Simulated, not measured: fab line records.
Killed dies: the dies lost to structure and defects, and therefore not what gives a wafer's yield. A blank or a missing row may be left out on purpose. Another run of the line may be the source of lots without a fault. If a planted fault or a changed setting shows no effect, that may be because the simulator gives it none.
The tool behind it: which one?	flow n5 finfet	12 lots, 36 wafers sampled, at 3 steps of a route of 1938

WHAT THE GAUGES SHOWED, per wafer
N5_FIN_SAQP_CD_MEAS_27 targets a cd of 20 nm.
lot	measured	on	cd nm (nm)
L075	day 2 08:00	cd sem-02	20.15 20.54 20.14
L077	day 2 18:35	cd sem-03	20.56 20.03 20.12
L079	day 3 06:41	cd sem-03	20.92 20.36 20.45
L081	day 3 20:01	cd sem-02	20.21 20.23 19.83
L083	day 4 06:25	cd sem-02	20.23 20.92 20.20
L085	day 4 19:02	cd sem-02	20.49 20.29 20.50
L087	day 5 09:11	cd sem-02	19.92 20.38 20.08
L089	day 5 19:16	cd sem-01	20.04 20.28 20.69
L091	day 6 06:49	cd sem-02	20.08 20.56 20.31
L093	day 6 18:56	cd sem-03	20.43 20.60 20.54
L095	day 7 05:40	cd sem-03	20.40 20.08 20.51
L097	day 7 17:35	cd sem-02	20.74 19.97 20.39

WHICH TOOL RAN EACH LOT (tool, then ch and the chambers of the sampled wafers, then the start)
lot	N5_FIN_SAQP_PECVD_06	N5_FIN_SAQP_DESCUM_21
L075	pecvd-02 ch 0,1, day 2 03:55	rie diel-05 ch 1,2, day 2 04:36
L077	pecvd-04 ch 0,2, day 2 15:22	rie diel-03 ch 0,1,3, day 2 16:04
L079	pecvd-04 ch 0,1, day 3 03:05	rie diel-03 ch 2,3, day 3 03:45
L081	pecvd-04 ch 0,2, day 3 17:14	rie diel-05 ch 0,2,3, day 3 18:01
L083	pecvd-04 ch 0,2, day 4 03:40	rie diel-03 ch 1,2, day 4 04:20
L085	pecvd-02 ch 0,1, day 4 15:57	rie diel-03 ch 0,1,3, day 4 16:29
L087	pecvd-04 ch 1,2, day 5 06:00	rie diel-04 ch 1,2, day 5 06:40
L089	pecvd-02 ch 0,1, day 5 16:19	rie diel-04 ch 0,1,3, day 5 17:04
L091	pecvd-04 ch 0,1,2, day 6 03:20	rie diel-04 ch 1,2,3, day 6 04:14
L093	pecvd-04 ch 1,2, day 6 15:03	rie diel-03 ch 1,2,3, day 6 15:44
L095	pecvd-04 ch 1,2, day 7 02:59	rie diel-04 ch 0,1, day 7 03:40
L097	pecvd-04 ch 0,2, day 7 14:44	rie diel-05 ch 0,3, day 7 15:25
- N5_FIN_SAQP_PECVD_06: deposits a-Si from SiH4/He, target thk 60 nm, time 48.1 s.
- N5_FIN_SAQP_DESCUM_21: chemistry O2, time 7.9 s.

THE ANSWER, worked out from the rows above alone
Rule: what is usual is taken from the lots themselves. The widest of any qualifying gaps counts: lots, ordered by their means at a reading, are off when they make up no more than a third of the lots, leave a main group of 4 or more, and stand apart from it by 3 or more times the standard deviation of that group's means. A main group is skipped when, at the precision printed for the reading in the tables above, its means are all equal. A lot without any number at a reading at which 4 lots or more have one is off too. All remaining lots with rows at the step are treated as sound.
Nothing can be told from this: no lot is off at any reading shown.

WHAT THE SIMULATOR PUT IN
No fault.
